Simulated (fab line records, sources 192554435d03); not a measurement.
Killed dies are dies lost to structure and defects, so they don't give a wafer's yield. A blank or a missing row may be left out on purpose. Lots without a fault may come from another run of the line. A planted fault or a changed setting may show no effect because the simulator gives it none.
Which tool did it? | flow n5_finfet | 9 lots, 27 wafers sampled, at 3 steps of a route of 1938

WHAT THE GAUGES READ, wafer by wafer
N5_BEOL_M0_SAQP_CD_MEAS_40: target cd 30 nm.
lot  | measured     | on        | cd_nm (nm)
L271 | day 5 19:02  | cd_sem-01 | 30.02 30.01 30.44
L272 | day 6 04:00  | cd_sem-02 | 29.90 29.74 30.10
L273 | day 6 21:08  | cd_sem-02 | 29.63 29.74 29.62
L274 | day 6 23:35  | cd_sem-03 | 29.77 29.94 29.91
L283 | day 8 17:31  | cd_sem-03 | 29.90 30.04 29.95
L290 | day 10 12:26 | cd_sem-01 | 30.14 30.06 30.24
L292 | day 11 03:09 | cd_sem-02 | 29.89 30.03 30.06
L291 | day 11 05:08 | cd_sem-01 | 30.09 30.09 29.97
L294 | day 11 10:31 | cd_sem-02 | 29.88 30.17 29.96

WHICH TOOL RAN EACH LOT (tool, then ch and the chambers of the sampled wafers, then the start)
lot  | N5_BEOL_M0_SAQP_RECESS_104         | N5_BEOL_M0_SAQP_SPACER2_ETCHBACK_27
L271 | vapor_etch-01 ch 0,1, day 5 17:04  | rie_diel-04 ch 0,2,3, day 5 18:24
L272 | vapor_etch-01 ch 0,1, day 6 02:04  | rie_diel-04 ch 0,1, day 6 03:22
L273 | vapor_etch-01 ch 1, day 6 18:32    | rie_diel-02 ch 0,2,3, day 6 20:37
L274 | vapor_etch-01 ch 0,1, day 6 20:13  | rie_diel-03 ch 0,1,3, day 6 22:57
L283 | vapor_etch-01 ch 0,1, day 8 15:41  | rie_diel-02 ch 0,2, day 8 17:00
L290 | vapor_etch-01 ch 0,1, day 10 10:17 | rie_diel-04 ch 0,1,3, day 10 11:54
L292 | vapor_etch-02 ch 0,1, day 11 00:38 | rie_diel-04 ch 0,1,2, day 11 02:31
L291 | vapor_etch-02 ch 1, day 11 02:55   | rie_diel-03 ch 0,3, day 11 04:37
L294 | vapor_etch-02 ch 1, day 11 08:35   | rie_diel-02 ch 1,2, day 11 09:53
- N5_BEOL_M0_SAQP_RECESS_104: chemistry HF/NH3, target SiO2, target depth 18 nm, afs cycles 3, sublimation time 60 s.
- N5_BEOL_M0_SAQP_SPACER2_ETCHBACK_27: etches SiO2 in CHF3/O2, target depth 22.5 nm, time 11.25 s.

THE ANSWER, worked out from the rows above alone
Rule: what is usual is taken from the lots themselves. Put in order of their means at a reading, lots are off if they are a third of the lots or fewer, leave a main group of 4 or more, and stand apart from it by a gap of 3 or more times the standard deviation of the main group's means; of several such gaps the widest counts. A main group whose means are all the same, to the digits that the tables above print for the reading, isn't used. A lot without any number at a reading at which 4 lots or more have one is off too. The other lots that the step has rows for count as sound.
No lot is off at any reading shown: from this, nothing can be told.

WHAT THE SIMULATOR HAD PUT IN
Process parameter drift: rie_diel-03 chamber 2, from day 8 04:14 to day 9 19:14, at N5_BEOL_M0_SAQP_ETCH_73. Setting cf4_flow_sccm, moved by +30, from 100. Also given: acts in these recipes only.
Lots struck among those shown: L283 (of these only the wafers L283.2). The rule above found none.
